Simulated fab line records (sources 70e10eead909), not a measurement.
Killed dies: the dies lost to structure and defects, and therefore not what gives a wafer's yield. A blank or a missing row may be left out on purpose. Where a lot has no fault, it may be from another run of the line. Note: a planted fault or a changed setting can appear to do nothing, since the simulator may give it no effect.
Struck lot and sound lot, side by side | flow nandHarc | 13 out of 1302 route steps
Sound: wafers L994.1, L994.3, L994.4. Wafers struck: L988.1, L988.4, L988.5. The cause comes at the end.
At each step with rows: each side's tool, then ch and its chambers, then its first start. Under that, the readings that differ: sound wafers | struck wafers | difference of the means | sigmas: that difference in standard deviations of wafers without a fault.
alike: readings with means less than 2 such deviations apart, plus words and numbers identical on both sides. not compared: withheld readings, readings lacking a value on some wafer, bounds such as >300 that could conceal the same value, and numbers that have no deviation in the record and whose values overlap.
A row with sigmas, a row that says differs or no value, or rows on one side alone: a step with any of these is where the two part. Numbers that have no deviation but don't overlap get no sigmas and don't part them. A reading missing from all wafers of one side parts the sides only when that side holds two or more wafers.

NHARC_A_STAIRCASE_ETCH_221: etches the open film in C4F8/O2, target depth 100 nm, time 40.5 s.
  sound: rieDiel-11 ch 0,1,2; struck: rieDiel-11 ch 0,1
  alike: oesProductAu, rfVppV
  not compared: rfHoursCounterH
then, 6 steps without rows for these wafers: NHARC_A_STAIRCASE_TRIM_222 (chemistry O2, time 211.2 s); NHARC_A_STAIRCASE_ETCH_223 (etches the open film in C4F8/O2, target depth 100 nm, time 40.5 s); NHARC_A_STAIRCASE_TRIM_224 (chemistry O2, time 211.2 s); NHARC_A_STAIRCASE_ETCH_225 (etches the open film in C4F8/O2, target depth 100 nm, time 40.5 s); NHARC_A_STAIRCASE_TRIM_226 (chemistry O2, time 211.2 s); NHARC_A_STAIRCASE_ETCH_227 (etches the open film in C4F8/O2, target depth 100 nm, time 40.5 s).
NHARC_A_STAIRCASE_TRIM_229: chemistry O2, time 211.2 s.
  sound on rieDiel-11 ch 1,2,3, day 24 01:41; struck on rieDiel-11 ch 1,3, day 22 02:37
reading                      | sound             | struck            | difference | sigmas
chamberPressureMTorr (mTorr) | 60.01 60.14 59.97 | 60.03 60.02 59.72 | -0.12      | -2
  alike: drypumpMotorCurrentA, oesProductAu, rfVppV, showerheadPlenumPTorr, throttleValvePct
  not compared: rfHoursCounterH
NHARC_A_STAIRCASE_ETCH_230: etches the open film in C4F8/O2, target depth 100 nm, time 40.5 s.
  sound: rieDiel-11 ch 1,2,3; struck: rieDiel-11 ch 1,2,3
  alike: oesProductAu, rfVppV
  not compared: rfHoursCounterH
NHARC_A_STAIRCASE_TRIM_231: chemistry O2, time 211.2 s.
  sound: rieDiel-11 ch 0,1,2; struck: rieDiel-11 ch 0,1,2
  alike: chamberPressureMTorr, drypumpMotorCurrentA, oesProductAu, rfVppV, showerheadPlenumPTorr, throttleValvePct
  not compared: rfHoursCounterH
NHARC_A_STAIRCASE_ETCH_232: etches the open film in C4F8/O2, target depth 100 nm, time 40.5 s.
  sound: rieDiel-11 ch 0,2,3; struck: rieDiel-11 ch 0,2,3
  alike: oesProductAu, rfVppV
  not compared: rfHoursCounterH
NHARC_A_STAIRCASE_TRIM_233: chemistry O2, time 211.2 s.
  sound on rieDiel-11 ch 1,2,3, day 24 02:11; struck on rieDiel-11 ch 0,1, day 22 03:07
  no value came back on the struck wafers for any of 8 readings (biasW (W), chamberPressureMTorr (mTorr) and others); on the sound wafers biasW (W) reads 0 0 0
then, 1 step without rows for these wafers: NHARC_A_STAIRCASE_ETCH_234 (etches the open film in C4F8/O2, target depth 100 nm, time 40.5 s).

== WHERE THEY PART ==
First at NHARC_A_STAIRCASE_TRIM_229; last, within this record, at NHARC_A_STAIRCASE_TRIM_233.

WHY: the cause the simulator had injected
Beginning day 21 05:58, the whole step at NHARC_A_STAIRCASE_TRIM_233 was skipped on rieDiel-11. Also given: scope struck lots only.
